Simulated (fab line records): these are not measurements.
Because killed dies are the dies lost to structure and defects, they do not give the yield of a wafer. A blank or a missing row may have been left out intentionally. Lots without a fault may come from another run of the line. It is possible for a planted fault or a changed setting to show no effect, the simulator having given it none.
fab line records	flow n5Finfet
record: lots: 8	wafers: 24	lastDay: 17
route steps=1938 shown GATE_CUT@469 BEOL_M4@1111
lots untouched by any fault: they come from a run of this same line in which no faults occurred
startH: hours from the record's first day to the start of the lot's first wafer shown	waitH: how many hours have passed since the lot's step before this one	" same as the row above	L1.1+2: a single row standing in for several wafers	- either no value or no given start	* or withheld: withheld	< > ~ a bound
route shown NAME@n: NAME is a module with steps in the file, n the number in the route of the first one	usual: the fault-free wafers' mean and standard deviation	same: alike in all rows	chamber/n: place in a boat	sites: readings site by site	_std_site: standard deviation of those values	_edge_site: inner sites' mean taken away from outer sites' mean	radiusMm: for every site, how far away it sits from the centre of the wafer	mask NAME#n: copy n	behind: the tool/chamber that last shaped the wafer	hold: the reason the lot was held/the length of the hold in hours/how it ended	device: transistor that didn't switch, given as n, p or np	end of line: tests run on the same wafers once the route is complete	a step with no rows: only its recipe	killed: the dies lost at the first sort to structure and to defects; this is not the yield of the wafer	map: per-die view of a wafer (x killed, . not killed, _ where there is no die)
set.NAME: the setting as run; set.NAME@STEP: as run at that earlier step	model.NAME: the simulator's own value behind a step, which no gauge read
a sample of lots followed through the steps of the route, with each step as a table and each wafer as a row
services: a tool's chamber out of use, with start hour (startH, from the record's first day; less than 0 if before it), hours out, and reason
== steps ==
step: N5_GATE_CUT_ETCH_58
recipe: chemistry: CH3F/O2	target: SiNx	targetDepthA: 170	timeS: 128.6	ionEnergyEv: 50	pressureMtorr: 30	sourceW: 415	biasW: 21	Ar_flow_sccm: 150	CH3F_flow_sccm: 30	O2_flow_sccm: 20
usual: drypumpMotorCurrentA: 5.83/0.24	oesProductAu: 0.76/0.068	rfVppV: 99.0/0.98	showerheadPlenumPTorr: 1.98/0.071	throttleValvePct: 16.44/0.19
lot.wafer	tool	chamber	startH	waitH	drypumpMotorCurrentA	oesProductAu	rfHoursCounterH	rfVppV	showerheadPlenumPTorr	throttleValvePct
L166.1	rieDiel-03	0	80.26	0.0	6.27	0.76	147	99.2	2.00	16.49
L166.4	"	3	"	"	5.78	0.70	222	98.4	1.90	16.48
L166.6	"	0	"	"	6.31	0.76	-	98.9	2.00	16.51
L168.1	rieDiel-04	3	95.39	0.2	6.21	0.76	150	99.3	2.01	16.59
L168.3	"	1	"	"	6.02	0.89	52	99.6	1.96	16.02
L168.5	"	3	"	"	6.22	0.77	-	99.9	2.01	16.58
L170.1	rieDiel-04	0	105.03	0.0	5.56	0.74	165	97.8	1.92	16.40
L170.3	"	3	"	"	6.20	0.76	153	99.5	2.01	16.59
L170.5	"	0	"	"	5.55	0.74	-	98.5	1.92	16.37
L172.2	rieDiel-04	2	118.26	0.3	5.62	0.70	236	99.9	1.90	16.43
L172.4	"	3	"	"	6.21	0.76	158	99.0	2.00	16.60
L172.5	"	2	"	"	5.63	0.70	-	99.4	1.90	16.44
L176.1	rieDiel-04	3	146.47	0.0	6.20	0.75	166	98.7	2.00	16.62
L176.2	"	2	"	"	5.59	0.69	244	99.0	1.90	16.47
L176.3	"	0	"	"	5.48	0.74	178	97.9	1.92	16.42
L177.2	rieDiel-05	2	147.24	0.0	5.80	0.89	48	100.0	2.14	16.42
L177.3	"	1	"	"	5.67	0.69	231	98.6	1.99	16.43
L177.6	"	1	"	"	5.69	0.69	-	98.6	1.99	16.44
L187.1	rieDiel-03	0	205.89	0.1	6.28	0.73	187	99.5	1.98	16.56
L187.2	"	2	"	"	5.70	0.75	162	101.2	2.07	16.41
L187.3	"	3	"	"	5.79	0.99	3	99.6	2.14	16.01
L189.2	rieDiel-05	0	217.35	0.3	5.81	0.68	237	99.4	1.97	16.78
L189.4	"	0	"	"	5.81	0.68	-	98.6	1.97	16.78
L189.5	"	2	"	"	5.80	0.86	-	100.9	2.13	16.49
step: N5_GATE_CUT_COAT_27
recipe: resist: underlayer	tempC: 205	timeS: 60	spinRpm: 1500	resistThkNm: 10
usual: spinSpeedRpm: 1499.8/1.1
lot.wafer	tool	chamber	startH	waitH	spinSpeedRpm
L166.1	lithoTrack-04	0	84.25	-	1498.0
L166.4	"	0	"	"	1498.6
L166.6	"	0	"	"	1499.3
L168.1	lithoTrack-03	0	98.50	-	1499.9
L168.3	"	0	"	"	1500.3
L168.5	"	0	"	"	1500.2
L170.1	lithoTrack-03	0	108.03	-	1500.5
L170.3	"	0	"	"	1499.7
L170.5	"	0	"	"	1500.4
L172.2	lithoTrack-03	0	121.26	-	1499.2
L172.4	"	0	"	"	1499.4
L172.5	"	0	"	"	1497.5
L176.1	lithoTrack-03	0	149.46	-	1387.9
L176.2	"	0	"	"	1387.1
L176.3	"	0	"	"	1387.6
L177.2	lithoTrack-03	0	150.22	-	1387.4
L177.3	"	0	"	"	1387.7
L177.6	"	0	"	"	1387.4
L187.1	lithoTrack-04	0	209.39	-	1502.0
L187.2	"	0	"	"	1499.1
L187.3	"	0	"	"	1499.9
L189.2	lithoTrack-03	0	220.46	-	1501.3
L189.4	"	0	"	"	1501.6
L189.5	"	0	"	"	1500.6
step: N5_GATE_CUT_ETCH_28
recipe: chemistry: N2/H2	target: underlayer	targetDepthA: 130	maskMaterial: CAR-EUV	timeS: 10.4	ionEnergyEv: 200	pressureMtorr: 30	sourceW: 840	biasW: 150	n2FlowSccm: 200	h2FlowSccm: 200	ends: cleared
usual: drypumpMotorCurrentA: 5.85/0.24	etchRfOnTimeS: 10.38/0.15	oesProductAu: 0.65/0.062	rfVppV: 523.4/2.8	showerheadPlenumPTorr: 2.52/0.096	throttleValvePct: 17.97/0.19
lot.wafer	tool	chamber	startH	waitH	drypumpMotorCurrentA	etchRfOnTimeS	oesProductAu	rfHoursCounterH	rfVppV	showerheadPlenumPTorr	throttleValvePct
L166.1	rieDiel-05	0	84.99	0.0	5.80	10.54	0.60	199	523.5	2.52	18.22
L166.4	"	3	"	"	6.01	10.55	0.65	123	521.4	2.44	17.87
L166.6	"	0	"	"	5.81	10.51	0.61	-	524.2	2.52	18.22
L168.1	rieDiel-03	0	99.06	0.0	6.28	10.38	0.64	153	525.3	2.54	18.12
L168.3	"	2	"	"	5.72	10.28	0.67	125	527.7	2.64	17.84
L168.5	"	0	"	"	6.24	10.36	0.63	-	523.7	2.54	18.12
L170.1	rieDiel-05	3	108.58	0.0	6.02	10.54	0.65	128	522.5	2.44	17.85
L170.3	"	1	"	"	5.68	10.55	0.59	219	524.5	2.51	17.95
L170.5	"	1	"	"	5.68	10.50	0.60	-	523.7	2.52	17.96
L172.2	rieDiel-03	3	121.68	0.0	5.76	10.18	0.59	236	520.0	2.40	17.95
L172.4	"	1	"	"	5.56	10.53	0.65	153	520.4	2.45	18.12
L172.5	"	3	"	"	5.77	10.24	0.59	-	519.4	2.40	17.94
L176.1	rieDiel-04	0	150.04	0.0	5.57	10.78	0.63	178	521.1	2.42	17.92
L176.2	"	1	"	"	6.00	10.94	0.73	69	522.2	2.49	17.66
L176.3	"	3	"	"	6.22	10.95	0.64	166	522.5	2.55	18.15
L177.2	rieDiel-05	0	150.73	0.0	5.80	10.80	0.59	217	523.7	2.51	18.24
L177.3	"	2	"	"	5.81	10.63	0.76	48	527.5	2.70	17.98
L177.6	"	2	"	"	5.81	10.60	0.75	-	529.7	2.70	17.99
L187.1	rieDiel-04	0	209.83	0.0	5.55	10.25	0.62	196	519.9	2.41	17.94
L187.2	"	1	"	"	6.04	10.39	0.71	88	521.1	2.48	17.71
L187.3	"	2	"	"	5.65	10.57	0.79	7	530.8	2.71	17.45
L189.2	rieDiel-03	1	220.88	0.0	5.57	10.35	0.64	186	520.6	2.44	18.20
L189.4	"	2	"	"	5.72	10.43	0.64	166	525.1	2.63	17.92
L189.5	"	0	"	"	6.28	10.47	0.61	-	522.6	2.52	18.19
step: N5_GATE_CUT_STRIP_42
recipe: chemistry: O2	powerW: 400	tempC: 40	pressureMtorr: 30	rfFrequencyHz: 6e+07	biasPowerW: 0	overashFraction: 0.3	o2FlowSccm: 225
usual: drypumpMotorCurrentA: 5.85/0.24	oesProductAu: 0.77/0.074	rfVppV: 3.7/0.5	showerheadPlenumPTorr: 2.08/0.083	tempC: 40.00/0.11	throttleValvePct: 16.78/0.19
lot.wafer	tool	chamber	startH	waitH	drypumpMotorCurrentA	oesProductAu	rfHoursCounterH	rfVppV	showerheadPlenumPTorr	tempC	throttleValvePct
L166.1	rieDiel-05	0	85.20	0.0	5.83	0.71	199	4.3	2.08	40.00	17.06
L166.4	"	3	"	"	6.00	0.78	123	4.0	2.02	40.10	16.82
L166.6	"	0	"	"	5.81	0.71	-	4.6	2.08	39.86	17.08
L168.1	rieDiel-03	0	99.27	0.0	6.29	0.74	153	3.9	2.10	40.17	16.92
L168.3	"	2	"	"	5.73	0.79	125	3.2	2.21	39.97	16.81
L168.5	"	0	"	"	6.23	0.75	-	4.1	2.10	40.13	16.94
L170.1	rieDiel-05	3	108.79	0.0	6.00	0.77	129	4.5	2.02	39.98	16.83
L170.3	"	1	"	"	5.68	0.71	219	3.9	2.08	40.01	16.75
L170.5	"	1	"	"	5.68	0.71	-	3.3	2.08	40.05	16.76
L172.2	rieDiel-03	3	121.89	0.0	5.78	0.68	236	3.4	1.98	39.98	16.82
L172.4	"	1	"	"	5.60	0.77	153	4.4	2.02	39.99	16.76
L172.5	"	3	"	"	5.77	0.68	-	3.4	1.98	40.07	16.80
L176.1	rieDiel-04	0	150.25	0.0	5.52	0.72	178	3.5	1.99	39.97	16.67
L176.2	"	1	"	"	6.03	0.87	69	3.8	2.04	39.97	16.39
L176.3	"	3	"	"	6.21	0.75	166	4.7	2.09	39.90	16.92
L177.2	rieDiel-05	0	150.94	0.0	5.82	0.70	217	3.1	2.07	39.94	17.11
L177.3	"	2	"	"	5.81	0.88	49	3.7	2.24	40.03	16.75
L177.6	"	2	"	"	5.80	0.89	-	3.7	2.24	39.96	16.77
L187.1	rieDiel-04	0	210.04	0.0	5.45	0.72	196	2.5	1.99	40.01	16.71
L187.2	"	1	"	"	6.02	0.85	88	3.3	2.03	40.02	16.43
L187.3	"	2	"	"	5.65	0.92	7	3.9	2.23	40.21	16.29
L189.2	rieDiel-03	1	221.09	0.0	5.57	0.74	186	4.4	2.01	40.20	16.83
L189.4	"	2	"	"	5.71	0.76	166	3.3	2.19	40.09	16.87
L189.5	"	0	"	"	6.28	0.71	-	3.7	2.09	40.20	17.02
step: N5_GATE_CUT_CUT_ETCH_54
recipe: chemistry: Cl2/BCl3	target: TiN	maskMaterial: SiO2	targetDepthA: 967	pressureMtorr: 10	icpW: 1000	biasW: 126	Cl2_flow_sccm: 53.25	bcl3FlowSccm: 21.75	Ar_flow_sccm: 25	ends: cleared
usual: bcl3FlowSccm: 21.75/0.061	drypumpMotorCurrentA: 5.5/0.54	etchRfOnTimeS: 36.6/0.76	oesProductAu: 0.71/0.1	throttleValvePct: 22.2/0.31
lot.wafer	tool	chamber	startH	waitH	bcl3FlowSccm	drypumpMotorCurrentA	etchRfOnTimeS	oesProductAu	rfHoursCounterH	throttleValvePct
L166.1	rieMetal-01	0	85.41	0.0	21.83	5.9	37.1	0.76	14	22.4
L166.4	"	0	"	"	21.87	5.9	37.0	0.76	-	22.4
L166.6	"	0	"	"	21.81	5.9	37.0	0.76	-	22.4
L168.1	rieMetal-01	1	99.48	0.0	21.75	5.1	35.2	0.86	4	22.3
L168.3	"	1	"	"	21.72	5.1	35.1	0.86	-	22.3
L168.5	"	1	"	"	21.78	5.1	35.2	0.86	-	22.2
L170.1	rieMetal-03	0	109.00	0.0	21.81	6.4	36.7	0.81	6	21.8
L170.3	"	0	"	"	21.78	6.4	36.8	0.81	-	21.7
L170.5	"	1	"	"	21.74	4.8	35.7	0.81	-	22.0
L172.2	rieMetal-03	1	122.10	0.0	21.76	4.8	35.7	0.82	11	22.0
L172.4	"	0	"	"	21.73	6.4	37.2	0.80	-	21.7
L172.5	"	0	"	"	21.72	6.4	36.7	0.80	-	21.7
L176.1	rieMetal-02	0	150.46	0.0	21.73	5.4	37.4	0.59	97	22.7
L176.2	"	1	"	"	21.81	5.6	36.6	0.57	109	22.4
L176.3	"	1	"	"	21.69	5.6	36.6	0.57	-	22.4
L177.2	rieMetal-03	0	151.15	0.0	21.89	6.4	36.8	0.79	9	21.7
L177.3	"	0	"	"	21.76	6.3	37.0	0.79	-	21.7
L177.6	"	1	"	"	21.78	4.8	36.1	0.80	-	22.0
L187.1	rieMetal-03	0	210.25	0.0	21.84	6.4	36.8	0.77	13	21.7
L187.2	"	1	"	"	21.78	4.8	36.3	0.78	19	22.1
L187.3	"	1	"	"	21.81	4.8	35.9	0.77	-	22.1
L189.2	rieMetal-03	1	221.30	0.0	21.72	4.8	35.8	0.78	20	22.1
L189.4	"	0	"	"	21.76	6.4	36.7	0.77	-	21.8
L189.5	"	0	"	"	21.81	6.4	37.0	0.76	-	21.8
step: N5_BEOL_M4_RC_MEAS_101
usual: DIBL_N: 36.8/1.5	DIBL_P: 37.1/2.1	IOFF_N: 0.168/0.03	IOFF_P: 0.22/0.034	ION_N: 679/12	ION_P: 466/8	SS_N: 71.7/0.58	SS_P: 73.5/0.67	VT_N: 248.8/2.7	VT_P: -250/3.3
lot.wafer	tool	chamber	startH	waitH	DIBL_N[mV/V]	DIBL_P[mV/V]	IOFF_N[nA/um]	IOFF_P[nA/um]	ION_N[uA/um]	ION_P[uA/um]	SS_N[mV/dec]	SS_P[mV/dec]	VT_N[mV]	VT_P[mV]
L166.1	prober-02	0	156.19	0.0	38.6	39.9	0.204	0.24	683	463	73.2	74.1	247.3	-249
L166.4	"	0	"	"	34.9	35.0	0.135	0.17	662	455	71.3	73.5	250.8	-256
L166.6	"	0	"	"	38.5	39.9	0.213	0.25	679	466	71.6	74.3	244.0	-247
L170.1	prober-02	0	179.56	0.0	36.4	37.5	0.165	0.22	677	468	71.8	72.7	247.4	-253
L170.3	"	0	"	"	38.7	40.5	0.200	0.27	687	468	72.6	74.0	246.2	-247
L170.5	"	0	"	"	36.0	37.8	0.152	0.23	679	468	71.0	72.7	251.6	-246
L168.1	prober-01	0	181.48	0.0	37.0	36.1	0.146	0.19	678	461	71.5	73.5	249.8	-253
L168.3	"	0	"	"	36.9	36.0	0.146	0.20	675	462	70.6	72.9	247.4	-249
L168.5	"	0	"	"	37.1	36.1	0.148	0.20	672	461	70.9	73.4	248.0	-250
L172.2	prober-01	0	198.07	0.2	35.4	37.0	0.167	0.22	671	469	71.3	74.0	247.2	-249
L172.4	"	0	"	"	35.5	37.0	0.166	0.21	680	463	71.8	72.8	245.1	-248
L172.5	"	0	"	"	35.6	37.2	0.183	0.22	684	470	71.2	73.4	244.9	-247
L176.1	prober-02	0	216.12	0.0	40.3	41.8	0.264	0.28	698	468	72.5	74.9	243.8	-250
L176.2	"	0	"	"	36.5	36.5	0.150	0.18	660	452	70.7	74.0	251.1	-253
L176.3	"	0	"	"	38.9	41.4	0.217	0.27	677	467	72.4	74.1	244.8	-249
L177.2	prober-01	0	237.39	0.2	35.2	34.7	0.149	0.19	680	466	71.2	73.7	248.8	-253
L177.3	"	0	"	"	34.9	33.7	0.131	0.18	663	459	71.7	73.0	252.6	-254
L177.6	"	0	"	"	33.5	31.6	0.115	0.15	658	449	71.1	72.5	254.1	-255
L187.1	prober-02	0	288.14	0.0	39.5	39.8	0.233	0.28	712	478	71.8	74.5	244.4	-247
L187.2	"	0	"	"	36.3	36.0	0.149	0.21	687	472	71.4	73.2	250.9	-249
L187.3	"	0	"	"	37.7	37.7	0.182	0.23	695	476	72.2	73.2	248.9	-250
L189.2	prober-01	0	314.67	0.2	37.7	38.6	0.167	0.25	676	467	71.3	73.1	249.5	-246
L189.4	"	0	"	"	38.0	37.2	0.171	0.22	680	469	71.0	72.6	249.2	-248
L189.5	"	0	"	"	35.4	34.7	0.135	0.18	667	455	71.3	72.9	252.4	-251
== services ==
tool	chamber	startH	hours	kind
rieMetal-02	-	62.89	14.6	pm
rieMetal-03	-	74.93	1.3	repair
rieMetal-03	-	96.91	2.8	pm
rieDiel-05	-	97.29	2.8	pm
rieMetal-03	-	123.91	0.3	repair
rieDiel-05	2	156.09	5.9	repair
rieDiel-03	-	158.81	0.4	repair
rieDiel-04	2	166.33	-	clean
rieDiel-04	2	166.33	-	consumableReplace:esc
rieDiel-04	2	166.33	-	consumableReplace:focusRing
rieDiel-04	2	166.33	-	consumableReplace:showerhead
rieDiel-04	2	166.33	17.8	scheduledDown
rieDiel-04	2	166.33	17.8	ventCycle
rieMetal-02	-	166.55	2.8	pm
rieDiel-03	3	173.66	-	clean
rieDiel-03	3	173.66	-	consumableReplace:focusRing
rieDiel-03	3	173.66	-	consumableReplace:showerhead
rieDiel-03	3	173.66	21.4	scheduledDown
rieDiel-03	3	173.66	21.4	ventCycle
rieMetal-01	1	176.03	10.8	repair
rieMetal-03	0	196.89	10.6	repair
rieDiel-05	1	210.42	-	clean
rieDiel-05	1	210.42	-	consumableReplace:focusRing
rieDiel-05	1	210.42	23.2	scheduledDown
== key ==
firstSign: step: N5_GATE_CUT_COAT_27	reading: spinSpeedRpm	direction: down	sigmas: 99+	usual: *	struck: *
effect: step: N5_GATE_CUT_ETCH_28	reading: etchRfOnTimeS	direction: up	sigmas: 2.7	usual: *	struck: *
metAt N5_GATE_CUT_COAT_27
struckLots L176,L177
notActingAt N5_GATE_CUT_ETCH_58,N5_GATE_CUT_STRIP_42,N5_GATE_CUT_CUT_ETCH_54
onsetBetween 121.26 149.46
fault: kind: processParameterDrift	tool: lithoTrack-03	chamber: -	onsetH: 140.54	steps: N5_GATE_CUT_COAT_27	channel: spinRpm	offset: *	shape: step	endH: 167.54	actsIn: *	stated: *
